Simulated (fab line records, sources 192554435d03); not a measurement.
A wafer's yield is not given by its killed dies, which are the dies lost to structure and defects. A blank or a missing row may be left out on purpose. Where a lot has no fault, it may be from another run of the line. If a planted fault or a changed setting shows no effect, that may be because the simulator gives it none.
Chamber matching -- flow n5_finfet -- N5_SD_EPI_P_ETCH_16 on rie_diel-02: 4 sister chambers
The step etches SiO2 in CHF3/O2, target depth 5 nm. 18 wafers are shown with their chamber, then 9 later ones without.

WAFERS WITH THEIR CHAMBER
wafer,chamber,showerhead_plenum_p_Torr (Torr),throttle_valve_pct (%),drypump_motor_current_A (A)
L074.4,3,2.49,18.86,5.6
L074.5,1,2.39,19.17,6.0
L074.6,0,2.40,18.95,5.9
L075.1,0,2.40,18.95,5.9
L075.3,3,2.49,18.86,5.5
L075.6,1,2.38,19.17,6.1
L076.1,1,2.38,19.15,6.1
L076.3,0,2.40,18.95,5.9
L076.5,1,2.38,19.18,6.0
L078.1,3,2.49,18.86,5.6
L078.3,0,2.40,18.93,5.9
L078.5,2,2.37,19.14,6.0
L083.3,1,2.38,19.19,6.0
L083.4,0,2.40,18.97,5.9
L083.5,1,2.38,19.19,6.1
L085.2,3,2.49,18.88,5.6
L085.4,1,2.38,19.19,6.1
L085.5,0,2.40,18.98,5.9

SIGNATURES (averages over the wafers above)
reading,chamber 0,chamber 1,chamber 2,chamber 3,scatter within a chamber
showerhead_plenum_p_Torr,2.4000,2.3814,2.3700,2.4900,0.00247
throttle_valve_pct,18.9550,19.1771,19.1400,18.8650,0.0151
drypump_motor_current_A,5.900,6.057,6.000,5.575,0.042
Rule: a wafer's distance from a chamber is the root of the sum, over the readings, of the square of ((its reading less the chamber's mean) divided by the reading's scatter). The wafer belongs to the nearest chamber; if the next one is less than 2 further off, it can't be placed. The scatter: the root of (the sum of the squares of (reading less its chamber's mean) over the shown wafers, divided by (wafers less chambers)).

WAFERS WITHOUT THEIR CHAMBER
wafer,showerhead_plenum_p_Torr (Torr),throttle_valve_pct (%),drypump_motor_current_A (A)
L087.1,2.48,18.88,5.6
L087.2,2.38,19.19,6.0
L087.3,2.39,18.99,5.9
L089.1,2.48,18.90,5.6
L089.3,2.36,18.79,6.0
L089.6,2.48,18.90,5.6
L092.1,2.36,18.78,6.0
L092.2,2.48,18.91,5.6
L092.3,2.39,18.98,5.9

CHAMBER TAKEN BY EACH
wafer,from the rows above,in truth
L087.1,3,3
L087.2,1,1
L087.3,0,0
L089.1,3,3
L089.3,0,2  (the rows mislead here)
L089.6,3,3
L092.1,0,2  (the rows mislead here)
L092.2,3,3
L092.3,0,0
7 of 9 placed correctly. Not placeable from these rows: 0. Wrongly placed: 2.
